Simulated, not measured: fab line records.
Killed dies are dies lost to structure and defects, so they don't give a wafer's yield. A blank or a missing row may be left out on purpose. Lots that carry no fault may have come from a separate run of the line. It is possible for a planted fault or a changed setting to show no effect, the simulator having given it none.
fab line records | flow n5Finfet
[record] lots = 9 | wafers = 27 | lastDay = 19
route steps=1938 shown BEOL_M3@955 BEOL_M4@1111
lots with no fault: from the same line, run without faults
startH: start of the lot's first displayed wafer, in hours after the record's first day | waitH: hours since the lot's step before | " repeats the value in the row above | L1.1+2: a single row standing in for several wafers | - value missing, or start not given | * or withheld: withheld | < > ~ a bound
route shown NAME@n: a module of which the file shows steps, and the number in the route of the first | usual: mean/standard deviation taken from wafers without a fault | same: alike in all rows | chamber/n: place in a boat | sites: each site's reading | _std_site: the standard deviation of these | _edge_site: the outer-site mean with the inner-site mean subtracted | radiusMm: how far each site lies from the wafer's centre | mask NAME#n: copy n | behind: tool/chamber where the wafer was last shaped | hold: why the lot was held/for how many hours/how that ended | device: transistor that didn't switch, given as n, p or np | end of line: tests of these same wafers at the route's end | for a step that has no rows: nothing shown but its recipe | killed: the dies lost at the first sort to structure and to defects; this is not the yield of the wafer | map: a wafer's dies, marking killed ones x, the rest . and places with no die _
set.NAME: the setting that was run; set.NAME@STEP: the one run at that earlier step | model.NAME: the simulator's own value behind a step, which no gauge read
steps of the route over a sample of lots; a table a step, a row a wafer
services: when a tool's chamber went out of use (startH, in hours from the record's first day, below 0 if earlier), for how many hours, and the reason
[[steps]]
[step N5_BEOL_M3_STRIP_19]
[recipe] chemistry = O2 | powerW = 400 | tempC = 40 | pressureMtorr = 30 | rfFrequencyHz = 6e+07 | biasPowerW = 0 | overashFraction = 0.2 | o2FlowSccm = 225
[usual] chamberPressureMTorr = 30.000/0.026 | drypumpMotorCurrentA = 5.7/0.47 | oesProductAu = 0.80/0.093 | rfVppV = 3.6/0.44 | showerheadPlenumPTorr = 2.09/0.081 | throttleValvePct = 16.71/0.28
lot.wafer | tool       | chamber | startH | waitH | chamberPressureMTorr | drypumpMotorCurrentA | oesProductAu | rfHoursCounterH | rfVppV | showerheadPlenumPTorr | throttleValvePct
L218.1    | rieDiel-06 | 3       | 201.44 | 0.2   | 29.967               | 6.0                  | 0.70         | 204             | 3.1    | 1.99                  | 16.93
L218.4    | "          | 2       | "      | "     | 30.004               | 6.1                  | 0.91         | 18              | 3.1    | 2.14                  | 16.74
L218.6    | "          | 0       | "      | "     | 29.965               | 5.2                  | 0.75         | -               | 2.7    | 1.93                  | 16.92
L221.3    | rieDiel-05 | 3       | 227.62 | 0.1   | 30.022               | 5.1                  | 0.70         | 216             | 3.7    | 2.09                  | 16.55
L221.4    | "          | 2       | "      | "     | 29.988               | 6.0                  | 0.75         | 153             | 3.6    | 2.18                  | 17.07
L221.6    | "          | 1       | "      | "     | 29.966               | 5.7                  | 0.68         | -               | 3.8    | 2.16                  | 16.78
L225.1    | rieDiel-02 | 2       | 257.06 | 0.1   | 29.977               | 5.3                  | 0.79         | 142             | 3.5    | 2.02                  | 16.75
L225.5    | "          | 1       | "      | "     | 30.026               | 6.5                  | 0.84         | -               | 3.4    | 2.22                  | 16.53
L225.6    | "          | 2       | "      | "     | 30.001               | 5.3                  | 0.78         | -               | 4.1    | 2.02                  | 16.75
L226.1    | rieDiel-02 | 3       | 257.71 | 0.1   | 29.955               | 5.2                  | 0.85         | 65              | 3.4    | 2.11                  | 16.84
L226.2    | "          | 1       | "      | "     | 30.001               | 6.5                  | 0.84         | 50              | 3.1    | 2.22                  | 16.52
L226.5    | "          | 0       | "      | "     | 30.019               | 6.1                  | 0.91         | -               | 3.9    | 2.13                  | 15.96
L229.3    | rieDiel-06 | 2       | 269.23 | 0.1   | 30.023               | 6.1                  | 0.88         | 41              | 3.2    | 2.13                  | 16.78
L229.4    | "          | 3       | "      | "     | 29.988               | 6.0                  | 0.68         | 227             | 3.7    | 1.98                  | 16.95
L229.5    | "          | 3       | "      | "     | 29.958               | 6.0                  | 0.69         | -               | 2.2    | 1.98                  | 16.99
L228.2    | rieDiel-06 | 3       | 269.72 | 0.2   | 30.005               | 6.0                  | 0.68         | 227             | 4.1    | 1.98                  | 16.94
L228.3    | "          | 0       | "      | "     | 30.028               | 5.3                  | 0.74         | 154             | 4.0    | 1.92                  | 16.95
L228.6    | "          | 2       | "      | "     | 30.010               | 6.1                  | 0.88         | -               | 3.4    | 2.13                  | 16.76
L230.1    | rieDiel-05 | 3       | 270.85 | 0.1   | 30.028               | 5.2                  | 0.69         | 232             | 4.5    | 2.08                  | 16.59
L230.2    | "          | 2       | "      | "     | 30.001               | 6.0                  | 0.73         | 169             | 3.6    | 2.17                  | 17.11
L230.6    | "          | 2       | "      | "     | 29.965               | 6.0                  | 0.73         | -               | 2.9    | 2.17                  | 17.11
L231.1    | rieDiel-02 | 1       | 283.67 | 0.1   | 30.006               | 6.6                  | 0.84         | 58              | 3.7    | 2.22                  | 16.56
L231.2    | "          | 3       | "      | "     | 30.010               | 5.3                  | 0.85         | 73              | 3.4    | 2.11                  | 16.87
L231.6    | "          | 0       | "      | "     | 30.003               | 6.1                  | 0.90         | -               | 3.5    | 2.13                  | 15.98
L234.2    | rieDiel-06 | 3       | 306.09 | 0.1   | 30.032               | 6.0                  | 0.67         | 235             | 3.3    | 1.98                  | 16.97
L234.5    | "          | 3       | "      | "     | 29.974               | 6.0                  | 0.68         | -               | 3.3    | 1.97                  | 16.98
L234.6    | "          | 0       | "      | "     | 30.029               | 5.2                  | 0.72         | -               | 3.6    | 1.92                  | 16.98
[step N5_BEOL_M3_ETCH_77]
[recipe] chemistry = N2/H2 | target = underlayer | targetDepthA = 65 | maskMaterial = CAR-EUV | timeS = 5.2 | ionEnergyEv = 200 | pressureMtorr = 30 | sourceW = 840 | biasW = 150 | n2FlowSccm = 200 | h2FlowSccm = 200 | ends = cleared
[usual] chamberPressureMTorr = 30.00/0.042 | drypumpMotorCurrentA = 5.8/0.45 | etchRfOnTimeS = 5.18/0.12 | n2FlowSccm = 200.1/0.6 | oesProductAu = 0.67/0.075 | rfVppV = 523/3.2 | showerheadPlenumPTorr = 2.51/0.11 | throttleValvePct = 18.00/0.21
lot.wafer | tool       | chamber | startH | waitH | chamberPressureMTorr | drypumpMotorCurrentA | etchRfOnTimeS | n2FlowSccm | oesProductAu | rfHoursCounterH | rfVppV | showerheadPlenumPTorr | throttleValvePct
L218.1    | rieDiel-06 | 2       | 202.36 | 0.0   | 30.06                | 6.1                  | 5.36          | 199.1      | 0.77         | 19              | 523    | 2.60                  | 17.90
L218.4    | "          | 3       | "      | "     | 29.95                | 6.0                  | 5.26          | 200.0      | 0.60         | 205             | 521    | 2.40                  | 18.04
L218.6    | "          | 2       | "      | "     | 29.99                | 6.1                  | 5.34          | 199.2      | 0.78         | -               | 529    | 2.60                  | 17.91
L221.3    | rieDiel-06 | 3       | 228.29 | 0.0   | 30.00                | 6.0                  | 5.32          | 200.8      | 0.59         | 212             | 522    | 2.40                  | 18.08
L221.4    | "          | 2       | "      | "     | 29.94                | 6.1                  | 5.33          | 200.4      | 0.77         | 28              | 527    | 2.60                  | 17.91
L221.6    | "          | 3       | "      | "     | 29.97                | 6.0                  | 5.26          | 200.2      | 0.60         | -               | 519    | 2.40                  | 18.07
L225.1    | rieDiel-06 | 3       | 257.61 | 0.0   | 29.95                | 6.0                  | 3.65          | 200.1      | 0.74         | 222             | 519    | 2.39                  | 18.13
L225.5    | "          | 2       | "      | "     | 29.92                | 6.1                  | 3.73          | 201.3      | 0.92         | -               | 525    | 2.59                  | 17.97
L225.6    | "          | 1       | "      | "     | 29.93                | 6.5                  | 3.55          | 200.1      | 0.79         | -               | 523    | 2.51                  | 18.21
L226.1    | rieDiel-06 | 0       | 258.26 | 0.0   | 30.07                | 5.3                  | 3.53          | 199.6      | 0.80         | 150             | 519    | 2.34                  | 18.15
L226.2    | "          | 2       | "      | "     | 29.99                | 6.1                  | 3.71          | 199.9      | 0.93         | 37              | 525    | 2.59                  | 18.00
L226.5    | "          | 0       | "      | "     | 30.02                | 5.3                  | 3.50          | 200.6      | 0.81         | -               | 518    | 2.34                  | 18.18
L229.3    | rieDiel-06 | 2       | 270.18 | 0.0   | 29.99                | 6.1                  | 3.63          | 200.4      | 0.92         | 41              | 527    | 2.59                  | 18.00
L229.4    | "          | 1       | "      | "     | 30.03                | 6.5                  | 3.48          | 201.0      | 0.80         | 200             | 525    | 2.51                  | 18.24
L229.5    | "          | 1       | "      | "     | 30.03                | 6.5                  | 3.47          | 200.5      | 0.80         | -               | 524    | 2.51                  | 18.24
L228.2    | rieDiel-06 | 3       | 270.29 | 0.0   | 29.93                | 6.0                  | 3.63          | 200.2      | 0.74         | 227             | 521    | 2.39                  | 18.13
L228.3    | "          | 0       | "      | "     | 29.95                | 5.3                  | 3.49          | 199.4      | 0.80         | 154             | 517    | 2.34                  | 18.18
L228.6    | "          | 1       | "      | "     | 30.02                | 6.5                  | 3.44          | 199.5      | 0.78         | -               | 523    | 2.51                  | 18.24
L230.1    | rieDiel-05 | 3       | 271.91 | 0.0   | 30.05                | 5.2                  | 5.40          | 199.5      | 0.58         | 233             | 523    | 2.51                  | 17.72
L230.2    | "          | 2       | "      | "     | 30.00                | 6.0                  | 5.20          | 200.0      | 0.62         | 170             | 527    | 2.65                  | 18.40
L230.6    | "          | 0       | "      | "     | 30.01                | 5.8                  | 5.23          | 200.1      | 0.78         | -               | 521    | 2.48                  | 17.77
L231.1    | rieDiel-05 | 0       | 284.34 | 0.0   | 30.07                | 5.9                  | 5.15          | 200.6      | 0.78         | 28              | 522    | 2.47                  | 17.78
L231.2    | "          | 3       | "      | "     | 29.99                | 5.2                  | 5.27          | 200.3      | 0.59         | 237             | 522    | 2.51                  | 17.73
L231.6    | "          | 0       | "      | "     | 30.06                | 5.8                  | 5.10          | 199.2      | 0.78         | -               | 523    | 2.47                  | 17.78
L234.2    | rieDiel-05 | 0       | 306.64 | 0.0   | 30.00                | 5.8                  | 5.16          | 199.8      | 0.77         | 35              | 522    | 2.47                  | 17.80
L234.5    | "          | 0       | "      | "     | 30.01                | 5.8                  | 5.20          | 201.1      | 0.75         | -               | 522    | 2.47                  | 17.80
L234.6    | "          | 2       | "      | "     | 29.97                | 6.0                  | 5.13          | 200.6      | 0.62         | -               | 529    | 2.65                  | 18.42
[step N5_BEOL_M3_ETCH_69]
[recipe] chemistry = CF4 | target = SiARC | targetDepthA = 156 | maskMaterial = CAR-EUV | timeS = 26 | ionEnergyEv = 80 | pressureMtorr = 40 | sourceW = 545 | biasW = 36 | Ar_flow_sccm = 100 | cf4FlowSccm = 100 | ends = cleared
[usual] chamberPressureMTorr = 40.00/0.038 | drypumpMotorCurrentA = 5.8/0.45 | etchRfOnTimeS = 26.0/0.61 | oesProductAu = 0.67/0.075 | rfVppV = 183.8/1.3 | showerheadPlenumPTorr = 2.12/0.083 | throttleValvePct = 15.73/0.25
lot.wafer | tool       | chamber | startH | waitH | chamberPressureMTorr | drypumpMotorCurrentA | etchRfOnTimeS | oesProductAu | rfHoursCounterH | rfVppV | showerheadPlenumPTorr | throttleValvePct
L218.1    | rieDiel-06 | 2       | 202.38 | 0.0   | 40.04                | 6.1                  | 26.7          | 0.78         | 19              | 184.2  | 2.18                  | 15.65
L218.4    | "          | 3       | "      | "     | 40.01                | 6.0                  | 26.8          | 0.59         | 205             | 182.5  | 2.05                  | 15.94
L218.6    | "          | 2       | "      | "     | 39.98                | 6.1                  | 26.7          | 0.77         | -               | 183.4  | 2.18                  | 15.64
L221.3    | rieDiel-06 | 3       | 228.31 | 0.0   | 39.98                | 6.0                  | 26.7          | 0.59         | 212             | 182.2  | 2.05                  | 15.97
L221.4    | "          | 2       | "      | "     | 39.95                | 6.1                  | 26.7          | 0.76         | 28              | 185.4  | 2.18                  | 15.66
L221.6    | "          | 3       | "      | "     | 40.03                | 5.9                  | 26.7          | 0.59         | -               | 183.8  | 2.05                  | 15.96
L225.1    | rieDiel-06 | 3       | 257.63 | 0.0   | 40.04                | 6.0                  | 26.8          | 0.58         | 222             | 183.3  | 2.04                  | 15.98
L225.5    | "          | 2       | "      | "     | 39.97                | 6.1                  | 27.0          | 0.74         | -               | 183.7  | 2.17                  | 15.69
L225.6    | "          | 1       | "      | "     | 39.96                | 6.5                  | 25.6          | 0.64         | -               | 184.0  | 2.11                  | 15.96
L226.1    | rieDiel-06 | 0       | 258.27 | 0.0   | 40.04                | 5.3                  | 25.4          | 0.64         | 150             | 182.9  | 1.97                  | 15.89
L226.2    | "          | 2       | "      | "     | 40.00                | 6.1                  | 26.2          | 0.75         | 37              | 184.0  | 2.18                  | 15.69
L226.5    | "          | 0       | "      | "     | 39.98                | 5.2                  | 25.5          | 0.65         | -               | 183.1  | 1.97                  | 15.88
L229.3    | rieDiel-06 | 2       | 270.19 | 0.0   | 40.05                | 6.1                  | 26.1          | 0.75         | 41              | 184.7  | 2.17                  | 15.69
L229.4    | "          | 1       | "      | "     | 40.01                | 6.5                  | 25.2          | 0.64         | 200             | 184.6  | 2.11                  | 15.97
L229.5    | "          | 1       | "      | "     | 40.01                | 6.5                  | 25.0          | 0.63         | -               | 183.4  | 2.11                  | 15.96
L228.2    | rieDiel-06 | 1       | 270.30 | 0.0   | 40.00                | 6.4                  | 25.3          | 0.64         | 200             | 183.6  | 2.11                  | 15.96
L228.3    | "          | 2       | "      | "     | 40.05                | 6.1                  | 26.4          | 0.74         | 41              | 183.7  | 2.17                  | 15.70
L228.6    | "          | 1       | "      | "     | 40.00                | 6.5                  | 25.5          | 0.63         | -               | 183.8  | 2.11                  | 15.98
L230.1    | rieDiel-05 | 3       | 271.93 | 0.0   | 40.00                | 5.2                  | 26.5          | 0.58         | 233             | 183.5  | 2.10                  | 15.43
L230.2    | "          | 2       | "      | "     | 40.01                | 6.0                  | 25.6          | 0.64         | 170             | 186.2  | 2.22                  | 16.07
L230.6    | "          | 0       | "      | "     | 39.99                | 5.8                  | 25.6          | 0.79         | -               | 183.1  | 2.11                  | 15.49
L231.1    | rieDiel-05 | 0       | 284.36 | 0.0   | 39.93                | 5.8                  | 25.8          | 0.77         | 28              | 183.2  | 2.10                  | 15.49
L231.2    | "          | 3       | "      | "     | 40.02                | 5.2                  | 26.4          | 0.59         | 237             | 184.1  | 2.10                  | 15.44
L231.6    | "          | 0       | "      | "     | 40.02                | 5.8                  | 25.8          | 0.77         | -               | 183.3  | 2.10                  | 15.49
L234.2    | rieDiel-05 | 0       | 306.66 | 0.0   | 40.01                | 5.8                  | 26.0          | 0.77         | 35              | 184.2  | 2.10                  | 15.52
L234.5    | "          | 0       | "      | "     | 40.03                | 5.8                  | 25.9          | 0.76         | -               | 184.5  | 2.10                  | 15.49
L234.6    | "          | 2       | "      | "     | 39.98                | 6.0                  | 25.6          | 0.63         | -               | 185.6  | 2.21                  | 16.09
[step N5_BEOL_M3_TRENCH_ETCH_37]
[recipe] chemistry = C4F6/O2 | targetDepthA = 555.55 | target = SiOC | timeS = 29.2 | ionEnergyEv = 250 | pressureMtorr = 30 | sourceW = 355 | biasW = 185 | Ar_flow_sccm = 300 | C4F6_flow_sccm = 10 | O2_flow_sccm = 10
[usual] chamberPressureMTorr = 29.999/0.026 | drypumpMotorCurrentA = 5.7/0.48 | oesProductAu = 0.82/0.095 | rfVppV = 673/9.9 | showerheadPlenumPTorr = 2.86/0.096 | throttleValvePct = 20.88/0.28
lot.wafer | tool       | chamber | startH | waitH | chamberPressureMTorr | drypumpMotorCurrentA | oesProductAu | rfHoursCounterH | rfVppV | showerheadPlenumPTorr | throttleValvePct
L218.1    | rieDiel-02 | 2       | -      | -     | 29.967               | 5.3                  | 0.80         | 122             | 685    | 2.76                  | 20.91
L218.4    | "          | 3       | "      | "     | 30.019               | 5.2                  | 0.88         | -               | 667    | 2.90                  | 21.17
L218.6    | "          | 2       | "      | "     | 30.022               | 5.3                  | 0.81         | -               | 686    | 2.76                  | 20.91
L221.3    | rieDiel-06 | 3       | -      | -     | 30.008               | 6.0                  | 0.69         | 215             | 688    | 2.72                  | 21.23
L221.4    | "          | 2       | "      | "     | 30.035               | 6.1                  | 0.88         | 30              | 675    | 2.88                  | 20.90
L221.6    | "          | 3       | "      | "     | 30.008               | 6.0                  | 0.69         | -               | 688    | 2.72                  | 21.22
L225.1    | rieDiel-02 | 2       | -      | -     | 30.000               | 5.3                  | 0.79         | 143             | 684    | 2.75                  | 20.96
L225.5    | "          | 2       | "      | "     | 30.003               | 5.3                  | 0.79         | -               | 684    | 2.75                  | 20.97
L225.6    | "          | 3       | "      | "     | 29.972               | 5.2                  | 0.87         | -               | 668    | 2.89                  | 21.20
L226.1    | rieDiel-06 | 3       | -      | -     | 30.008               | 6.0                  | 0.69         | 223             | 688    | 2.72                  | 21.23
L226.2    | "          | 2       | "      | "     | 29.957               | 6.1                  | 0.87         | 38              | 674    | 2.88                  | 20.90
L226.5    | "          | 2       | "      | "     | 30.040               | 6.1                  | 0.87         | -               | 675    | 2.88                  | 20.91
L229.3    | rieDiel-02 | 2       | -      | -     | 30.012               | 5.3                  | 0.77         | 148             | 682    | 2.75                  | 20.95
L229.4    | "          | 1       | "      | "     | 29.959               | 6.6                  | 0.85         | 55              | 686    | 2.99                  | 20.67
L229.5    | "          | 2       | "      | "     | 29.980               | 5.3                  | 0.78         | -               | 683    | 2.75                  | 20.95
L228.2    | rieDiel-05 | 0       | -      | -     | 29.988               | 5.8                  | 0.92         | 24              | 665    | 2.80                  | 20.87
L228.3    | "          | 2       | "      | "     | 29.997               | 6.0                  | 0.73         | 171             | 658    | 2.95                  | 21.35
L228.6    | "          | 2       | "      | "     | 30.022               | 6.0                  | 0.74         | -               | 657    | 2.95                  | 21.34
L230.1    | rieDiel-02 | 2       | -      | -     | 29.997               | 5.3                  | 0.77         | 153             | 684    | 2.74                  | 20.97
L230.2    | "          | 0       | "      | "     | 29.990               | 6.1                  | 0.91         | 21              | 665    | 2.92                  | 20.33
L230.6    | "          | 3       | "      | "     | 30.004               | 5.2                  | 0.85         | -               | 668    | 2.88                  | 21.20
L231.1    | rieDiel-05 | 0       | -      | -     | 29.991               | 5.8                  | 0.90         | 30              | 665    | 2.80                  | 20.87
L231.2    | "          | 3       | "      | "     | 29.994               | 5.2                  | 0.68         | 240             | 672    | 2.80                  | 20.60
L231.6    | "          | 1       | "      | "     | 29.990               | 5.6                  | 1.00         | -               | 670    | 2.92                  | 20.62
L234.2    | rieDiel-05 | 3       | -      | -     | 29.996               | 5.2                  | 0.69         | 243             | 672    | 2.80                  | 20.61
L234.5    | "          | 0       | "      | "     | 29.970               | 5.8                  | 0.90         | -               | 666    | 2.80                  | 20.89
L234.6    | "          | 3       | "      | "     | 30.024               | 5.1                  | 0.69         | -               | 670    | 2.80                  | 20.62
[step N5_BEOL_M4_RC_MEAS_101]
[usual] DIBL_N = 35.8/1.7 | DIBL_P = 35.3/2 | IOFF_N = 0.150/0.026 | IOFF_P = 0.194/0.029 | ION_N = 667/11 | ION_P = 456/7.1 | SS_N = 71.4/0.65 | SS_P = 73.1/0.64 | VT_N = 251/3 | VT_P = -252/3.2
lot.wafer | tool      | chamber | startH | waitH | DIBL_N[mV/V] | DIBL_P[mV/V] | IOFF_N[nA/um] | IOFF_P[nA/um] | ION_N[uA/um] | ION_P[uA/um] | SS_N[mV/dec] | SS_P[mV/dec] | VT_N[mV] | VT_P[mV]
L218.1    | prober-02 | 0       | 248.07 | 0.0   | 33.9         | 32.9         | 0.125         | 0.150         | 669          | 448          | 71.4         | 72.4         | 255      | -255
L218.4    | "         | 0       | "      | "     | 31.8         | 31.0         | 0.097         | 0.135         | 644          | 443          | 69.8         | 72.2         | 256      | -257
L218.6    | "         | 0       | "      | "     | 34.2         | 33.7         | 0.125         | 0.157         | 662          | 453          | 71.0         | 72.5         | 253      | -254
L221.3    | prober-01 | 0       | 273.25 | 0.3   | 36.8         | 35.8         | 0.160         | 0.220         | 670          | 466          | 71.6         | 73.3         | 251      | -246
L221.4    | "         | 0       | "      | "     | 36.0         | 34.6         | 0.148         | 0.216         | 672          | 463          | 71.1         | 73.3         | 250      | -245
L221.6    | "         | 0       | "      | "     | 36.3         | 36.0         | 0.154         | 0.232         | 666          | 463          | 71.7         | 73.3         | 250      | -246
L226.1    | prober-01 | 0       | 286.95 | 0.0   | 35.4         | 34.1         | 0.146         | 0.177         | 670          | 454          | 71.3         | 72.7         | 251      | -253
L226.2    | "         | 0       | "      | "     | 36.5         | 35.8         | 0.153         | 0.193         | 656          | 447          | 72.2         | 72.5         | 251      | -252
L226.5    | "         | 0       | "      | "     | 36.5         | 34.9         | 0.155         | 0.184         | 661          | 453          | 71.7         | 73.5         | 251      | -252
L225.1    | prober-02 | 0       | 307.71 | 0.4   | 36.6         | 34.3         | 0.161         | 0.192         | 668          | 456          | 72.1         | 74.2         | 251      | -252
L225.5    | "         | 0       | "      | "     | 35.7         | 35.7         | 0.151         | 0.210         | 677          | 458          | 72.2         | 73.4         | 249      | -251
L225.6    | "         | 0       | "      | "     | 35.0         | 32.6         | 0.134         | 0.162         | 659          | 449          | 71.6         | 72.8         | 253      | -255
L229.3    | prober-01 | 0       | 313.59 | 0.3   | 34.5         | 34.0         | 0.121         | 0.179         | 650          | 454          | 71.1         | 73.7         | 254      | -250
L229.4    | "         | 0       | "      | "     | 34.4         | 32.9         | 0.116         | 0.167         | 656          | 451          | 70.8         | 72.8         | 255      | -255
L229.5    | "         | 0       | "      | "     | 36.1         | 35.3         | 0.143         | 0.204         | 668          | 455          | 71.9         | 72.8         | 253      | -251
L228.2    | prober-02 | 0       | 313.86 | 0.2   | 36.2         | 37.5         | 0.165         | 0.234         | 667          | 458          | 71.4         | 74.2         | 244      | -247
L228.3    | "         | 0       | "      | "     | 37.0         | 36.5         | 0.162         | 0.206         | 678          | 464          | 71.6         | 73.9         | 249      | -249
L228.6    | "         | 0       | "      | "     | 35.2         | 35.8         | 0.137         | 0.201         | 659          | 459          | 71.2         | 73.3         | 250      | -250
L231.1    | prober-02 | 0       | 327.20 | 0.0   | 36.4         | 34.8         | 0.156         | 0.168         | 648          | 436          | 72.4         | 73.4         | 254      | -253
L231.2    | "         | 0       | "      | "     | 35.6         | 34.5         | 0.137         | 0.160         | 665          | 450          | 71.5         | 73.4         | 251      | -254
L231.6    | "         | 0       | "      | "     | 38.0         | 37.2         | 0.190         | 0.194         | 679          | 455          | 72.3         | 74.3         | 248      | -253
L230.1    | prober-01 | 0       | 327.92 | 0.2   | 38.3         | 35.3         | 0.174         | 0.187         | 662          | 449          | 72.7         | 73.4         | 247      | -253
L230.2    | "         | 0       | "      | "     | 34.6         | 32.8         | 0.125         | 0.152         | 664          | 457          | 70.5         | 71.7         | 250      | -254
L230.6    | "         | 0       | "      | "     | 37.8         | 36.3         | 0.165         | 0.194         | 672          | 459          | 71.2         | 72.6         | 249      | -252
L234.2    | prober-01 | 0       | 344.32 | 0.2   | 34.3         | 34.8         | 0.117         | 0.170         | 668          | 463          | 70.9         | 73.4         | 255      | -253
L234.5    | "         | 0       | "      | "     | 36.6         | 37.6         | 0.153         | 0.217         | 666          | 458          | 71.9         | 73.2         | 253      | -251
L234.6    | "         | 0       | "      | "     | 34.5         | 35.9         | 0.129         | 0.184         | 674          | 463          | 71.3         | 73.1         | 252      | -253
[[services]]
tool       | chamber | startH | hours | kind
rieDiel-05 | 0       | 186.26 | -     | clean
rieDiel-05 | 0       | 186.26 | -     | consumableReplace:focusRing
rieDiel-05 | 0       | 186.26 | 17.9  | scheduledDown
rieDiel-05 | 0       | 186.26 | 17.9  | ventCycle
rieDiel-06 | 1       | 192.14 | 6.6   | repair
rieDiel-02 | 0       | 198.85 | -     | clean
rieDiel-02 | 0       | 198.85 | -     | consumableReplace:focusRing
rieDiel-02 | 0       | 198.85 | 22.0  | scheduledDown
rieDiel-02 | 0       | 198.85 | 22.0  | ventCycle
rieDiel-06 | 3       | 210.04 | 5.9   | repair
rieDiel-05 | -       | 215.11 | 2.8   | pm
rieDiel-05 | 1       | 264.80 | -     | clean
rieDiel-05 | 1       | 264.80 | -     | consumableReplace:focusRing
rieDiel-05 | 1       | 264.80 | 21.0  | scheduledDown
rieDiel-05 | 1       | 264.80 | 21.0  | ventCycle
rieDiel-06 | -       | 299.45 | 1.1   | repair
[[key]]
[firstSign] step = N5_BEOL_M3_ETCH_77 | reading = etchRfOnTimeS | direction = down | sigmas = 14 | usual = * | struck = *
[effect] step = N5_BEOL_M3_ETCH_77 | reading = oesProductAu | direction = up | sigmas = 2 | usual = 0.67 | struck = 0.82 | wafersMoved = 10
metAt N5_BEOL_M3_ETCH_77
struckLots L225,L226,L228,L229
rowsEnd L225.1,L225.5,L225.6,L226.1,L226.2,L226.5,L229.3,L229.4,L229.5
notActingAt N5_BEOL_M3_STRIP_19,N5_BEOL_M3_ETCH_69,N5_BEOL_M3_TRENCH_ETCH_37
onsetBetween 228.29 257.61
[fault] kind = processParameterDrift | tool = rieDiel-06 | chamber = - | onsetH = 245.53 | steps = N5_BEOL_M3_ETCH_77 | channel = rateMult | offset = 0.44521 | shape = step
// rowsEnd: these wafers met a further fault down the route, and their rows from its step on are left out
